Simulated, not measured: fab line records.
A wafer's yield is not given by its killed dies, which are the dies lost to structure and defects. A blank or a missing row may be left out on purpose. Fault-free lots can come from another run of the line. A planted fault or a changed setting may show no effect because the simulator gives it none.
A single fault, viewed from 3 desks    flow n5_finfet    what lay behind the numbers comes last; until then each desk has only its own

== THE DEFECT DESK ==
For each lot, the counts of the inspections along the route, averaged over the sampled wafers that have a number. A lot is out of limits, marked OUT, if its mean lies more than 4 standard deviations from the usual mean; the brackets give that distance.
Columns: A = raw_defect_count at N5_BEOL_M2_INSPECT_30, usual 407
lot   first seen here  A
L518  day 6 18:10      332
L519  day 6 21:13      523
L523  day 8 14:02      296
L525  day 8 23:01      353
L527  day 9 00:27      509
L535  day 10 21:08     381
L539  day 12 06:27     385
Finding of this desk: none of the 7 lots has anything out of limits.

== AT THE TOOL OWNER'S DESK: rie_diel-04 ==
The tool's own readings at N5_BEOL_M2_ETCH_70 (etches SOC in N2/H2, target depth 80 nm, overetch 24 nm, time 130 s): means of the sampled wafers that have a number, for each lot that ran on this tool. A lot is out of limits, marked OUT, if its mean lies more than 4 standard deviations from the usual mean; the brackets give that distance.
Columns: A = drypump_motor_current_A at N5_BEOL_M2_ETCH_70, usual 5.7 A; B = oes_product_au at N5_BEOL_M2_ETCH_70, usual 0.58 a.u.; C = rf_vpp_V at N5_BEOL_M2_ETCH_70, usual 524.4 V; D = showerhead_plenum_p_Torr at N5_BEOL_M2_ETCH_70, usual 2.56 Torr; E = throttle_valve_pct at N5_BEOL_M2_ETCH_70, usual 17.79 %
lot   first seen here  A    B     C      D     E
L518  day 6 19:28      5.4  0.53  524.6  2.55  17.57
L519  day 6 22:26      5.7  0.57  524.7  2.58  17.60
L523  day 8 18:46      5.5  0.52  524.2  2.57  17.62
L525  day 9 02:02      5.8  0.55  522.4  2.48  17.55
L527  day 9 02:25      5.9  0.57  523.3  2.51  17.59
Finding of this desk: none of the 5 lots has anything out of limits.

== METROLOGY DESK ==
Lot by lot, what the gauges showed, no matter which tool ran the lot: averages of those sampled wafers that carry a number. A lot is out of limits, marked OUT, if its mean lies more than 4 standard deviations from the usual mean; the brackets give that distance. Of its 12 readings 7 are shown: those that lie furthest out on some lot.
Columns: A = cd_nm at N5_BEOL_M2_CD_MEAS_28, usual 26.18 nm; B = DIBL_N at N5_BEOL_M4_RC_MEAS_101, usual 36.0 mV/V; C = DIBL_P at N5_BEOL_M4_RC_MEAS_101, usual 35.9 mV/V; D = IOFF_N at N5_BEOL_M4_RC_MEAS_101, usual 0.16 nA/um; E = SS_N at N5_BEOL_M4_RC_MEAS_101, usual 71.5 mV/dec; F = SS_P at N5_BEOL_M4_RC_MEAS_101, usual 73.2 mV/dec; G = VT_N at N5_BEOL_M4_RC_MEAS_101, usual 250 mV
lot   first seen here  A      B     C     D     E     F     G
L518  day 6 18:05      26.11  34.5  35.3  0.12  71.1  73.3  255
L519  day 6 21:07      26.15  36.1  37.3  0.16  71.6  73.5  250
L523  day 8 13:57      26.58  40.0  39.1  0.21  71.8  73.9  249
L525  day 8 22:56      25.72  37.3  37.7  0.17  71.6  73.8  252
L527  day 9 00:22      26.40  36.2  36.4  0.16  71.4  73.0  250
L535  day 10 21:03     25.97  40.5  38.6  0.22  72.3  74.6  245
L539  day 12 06:22     26.51  37.3  38.7  0.20  72.2  73.8  247
Finding of this desk: none of the 7 lots has anything out of limits.

== BROUGHT TOGETHER ==
The defect desk saw nothing out of limits.
The desk of the tool owner found nothing out of limits.
At the metrology desk, nothing out of limits was observed.

== WHAT HAD BEEN PUT IN BY THE SIMULATOR ==
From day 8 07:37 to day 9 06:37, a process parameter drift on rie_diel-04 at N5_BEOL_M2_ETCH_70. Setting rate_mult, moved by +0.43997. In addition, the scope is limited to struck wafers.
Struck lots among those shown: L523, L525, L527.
